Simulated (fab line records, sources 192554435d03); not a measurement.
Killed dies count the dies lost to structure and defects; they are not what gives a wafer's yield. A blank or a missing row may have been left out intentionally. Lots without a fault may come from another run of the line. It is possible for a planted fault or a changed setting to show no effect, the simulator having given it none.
Comparing a struck lot with a sound one | flow n5_finfet | 37 out of 1938 route steps
Sound: the wafers L120.1, L120.2, L120.3. Wafers struck: L131.1, L131.3, L131.5. The cause comes at the end.
Order at every step that has rows: each side's tool, ch and its chambers, its first start. Under that, the readings that differ: sound wafers | struck wafers | difference of the means | sigmas: that difference in standard deviations of wafers without a fault.
alike: readings whose means differ by less than 2 such deviations, and words and numbers that are the same on both sides. not compared: withheld readings, readings that some wafer has no value for, bounds like >300 that may hide the same value, and numbers for which the record gives no deviation and whose values overlap.
A row with sigmas, a row that says differs or no value, or rows on one side alone: a step with any of these is where the two part. Numbers that don't overlap but have no deviation are shown without sigmas and don't part them. Lack of a reading on every wafer of one side parts them only where that side has two or more wafers.

first, 11 steps without rows for these wafers: N5_SDB_DESCUM_16 (chemistry O2, time 7.9 s); N5_SDB_ETCH_17 (etches SiARC in CF4, target depth 23.4 nm, time 39 s); N5_SDB_ETCH_18 (etches SOC in N2/H2, target depth 100 nm, overetch 20 nm, time 150 s); N5_SDB_STRIP_19 (strips in N2/H2); N5_SDB_STRIP_21 (strips in CF4); N5_SDB_HM_OPEN_20 (chemistry CH3F/O2, target SiNx, stops on poly-Si, target depth 24 nm); N5_SDB_STRIP_22 (strips in N2/H2); N5_SDB_PRECLEAN_23 (cleans in dHF, time 30 s); N5_SDB_DUMMY_REMOVE_24 (chemistry TMAH, target poly-Si, stops on SiO2, target depth 142 nm, time 57 s, rinse time 30 s); N5_SDB_ETCH_25 (etches SiO2 in C4F6/O2, target depth 10 nm, time 3.3 s); N5_SDB_CUT_ETCH_26 (etches Si in HBr/Cl2/O2, target depth 129.6 nm, bt time 20 s, time 51.8 s).
N5_SDB_PRECLEAN_38: cleans in dHF, time 10 s.
  sound on wet_bench-04 ch 0,5,7, day 4 15:13; struck on wet_bench-03 ch 0,1,6, day 7 06:50
  alike: bath_heat_duty_pct
then, 24 steps without rows for these wafers: N5_SDB_PRECLEAN_39 (cleans in O3/DIW, time 45 s); N5_SDB_SRD_28 (time 30 s); N5_SDB_ALD_29 (deposits SiNx, target thk 30 nm, pulse time 1 s, ald cycles 600); N5_SDB_CMP_30 (polishes, stops on poly-Si, t overpolish 1.54 s, target thk 30 nm); N5_DUMMY_REMOVAL_HM_STRIP_01 (strips SiNx in CH3F/O2, stops on poly-Si, target depth 4 nm, time 6.8 s); N5_DUMMY_REMOVAL_STRIP_10 (strips in N2/H2, time 40 s); N5_DUMMY_REMOVAL_PRECLEAN_07 (cleans in dHF, time 30 s); N5_DUMMY_REMOVAL_DUMMY_REMOVE_02 (chemistry TMAH, target poly-Si, stops on SiO2, target depth 142 nm, time 57 s, rinse time 30 s); N5_DUMMY_REMOVAL_PRECLEAN_08 (cleans in NF3:NH3, afs cycles 2, time 20 s, sublimation time 60 s); N5_DUMMY_REMOVAL_PRECLEAN_04 (cleans in DHF, time 37 s); N5_DUMMY_REMOVAL_SRD_05 (time 30 s); N5_HKMG_FIN_IL_REGROW_00 (material SiO2, chemistry O3, target thk 0.75 nm, time 30 s); N5_HKMG_FIN_HK_ALD_01 (deposits HfO2, target thk 1.6 nm, pulse time 3 s, purge time 3 s); N5_HKMG_FIN_HK_ANNEAL_02 (time 30 s); N5_HKMG_FIN_ALD_74 (deposits La2O3, target thk 0.5 nm, pulse time 6 s, co reactant pulse time 1 s); N5_HKMG_FIN_ALD_75 (deposits Al2O3, target thk 1 nm, co reactant pulse time 1 s); N5_HKMG_FIN_COAT_41 (time 60 s, resist thk 300 nm); N5_HKMG_FIN_COAT_42 (time 60 s, resist thk 35 nm); N5_HKMG_FIN_COAT_43 (resist thk 90 nm); N5_HKMG_FIN_EBR_45; N5_HKMG_FIN_SOFTBAKE_44 (time 60 s); N5_HKMG_FIN_EXPOSE_46 (exposes mask NDIPOLE); N5_HKMG_FIN_PEB_47 (peb time 60 s); N5_HKMG_FIN_DEVELOP_48 (develop time 30 s).
-- the record jumps here: 9 days lie between the struck wafers' starts before and after (it left off in module HKMG_FIN and takes up again in module PASSIVATION, whose first step shown is number 1936 of the route) --
N5_PASSIVATION_PROBE_49:
  sound on prober-02 at day 13 05:35; struck on prober-02 at day 16 15:07
  reading                  | sound          | struck         | difference | sigmas
  defect_limited_yield (%) | 90.2 90.2 87.2 | 84.3 80.8 84.0 | -6.2       | -4
  killed_at_front_end      | 36 53 58       | 98 184 132     | +89        | +7
  killed_dies              | 116 116 151    | 185 227 189    | +73        | +4
  killed_on_rim            | 13 14 24       | 33 28 35       | +15        | +4
  sort_bin_5_function (%)  | 5.2 5.5 6.7    | 10.2 11.4 9.7  | +4.6       | +5
  sort_n_pass              | 1064 1064 1029 | 995 953 991    | -73        | -4
  sort_yield_pct (%)       | 90.2 90.2 87.2 | 84.3 80.8 84.0 | -6.2       | -4
  alike: killed_at_M0_to_M3, killed_at_M4_up, killed_at_contacts, killed_at_other, killed_open, killed_short, sort_bin_6_memory

## WHERE THEY PART
Within this record, at N5_PASSIVATION_PROBE_49 only.

WHY: what had been put in by the simulator
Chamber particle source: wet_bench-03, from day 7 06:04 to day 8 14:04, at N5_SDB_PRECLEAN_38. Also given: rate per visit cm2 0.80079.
